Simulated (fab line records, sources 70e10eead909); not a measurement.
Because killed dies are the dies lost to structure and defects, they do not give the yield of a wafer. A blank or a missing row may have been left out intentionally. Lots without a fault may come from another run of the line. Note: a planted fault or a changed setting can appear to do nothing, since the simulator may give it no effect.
Chamber matching | flow nandHarc | NHARC_A_M1_DEP_33 on pecvd-01 has 3 sister chambers
The step deposits SiCN, target thk 30 nm. 16 wafers are shown with their chamber, then 8 later ones without.

WAFERS PAIRED WITH THEIR CHAMBERS
wafer  | chamber | showerheadVppV (V) | heaterPowerW (W) | rfFwdPowerW (W)
L749.1 | 2       | 1425               | 540              | 450.8
L749.3 | 0       | 1246               | 660              | 450.3
L749.4 | 1       | 1260               | 807              | 449.5
L755.3 | 2       | 1412               | 490              | 448.5
L755.4 | 2       | 1393               | 487              | 447.0
L755.5 | 0       | 1202               | 695              | 452.8
L756.3 | 1       | 1275               | 677              | 448.4
L756.5 | 2       | 1402               | 460              | 449.4
L756.6 | 0       | 1258               | 586              | 450.1
L762.3 | 0       | 1245               | 688              | 451.2
L762.4 | 0       | 1231               | 657              | 450.3
L762.6 | 1       | 1304               | 777              | 447.8
L765.1 | 0       | 1274               | 634              | 447.7
L765.4 | 1       | 1275               | 655              | 449.0
L765.6 | 2       | 1403               | 459              | 448.1
L766.3 | 2       | 1428               | 452              | 449.7

SIGNATURES, as means of the wafers listed above
reading        | chamber 0 | chamber 1 | chamber 2 | scatter within a chamber
showerheadVppV | 1242.67   | 1278.50   | 1410.50   | 19.6
heaterPowerW   | 653.33    | 729.00    | 481.33    | 47.9
rfFwdPowerW    | 450.400   | 448.675   | 448.917   | 1.37
Rule: a wafer lies at a distance from a chamber equal to the root of the sum of squares, over the readings, of (its reading less the chamber's mean, divided by the reading's scatter). If the next closest chamber is less than 2 further off than the closest, the wafer can't be placed; otherwise it belongs to the closest. The scatter: take each reading less its chamber's mean, square it, sum over the shown wafers, divide by the number of wafers less the number of chambers, and take the root.

WAFERS WITHOUT THEIR CHAMBER
wafer  | showerheadVppV (V) | heaterPowerW (W) | rfFwdPowerW (W)
L766.4 | 1232               | 540              | 448.0
L766.5 | 1286               | 716              | 448.0
L767.2 | 1231               | 564              | 447.2
L767.3 | 1405               | 520              | 448.8
L767.4 | 1274               | 614              | 446.7
L768.4 | 1243               | 592              | 450.6
L768.5 | 1284               | 714              | 451.3
L768.6 | 1405               | 508              | 449.6

CHAMBER TAKEN BY EACH
wafer  | from the rows above     | in truth
L766.4 | can't be placed: 0 or 1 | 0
L766.5 | 1                       | 1
L767.2 | can't be placed: 0 or 1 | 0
L767.3 | 2                       | 2
L767.4 | can't be placed: 1 or 0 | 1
L768.4 | 0                       | 0
L768.5 | can't be placed: 1 or 0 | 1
L768.6 | 2                       | 2
Correct placement for 4 of the 8. Can't be placed from these rows: 4 (the true chamber is among the candidates in 4). 0 placed wrongly.
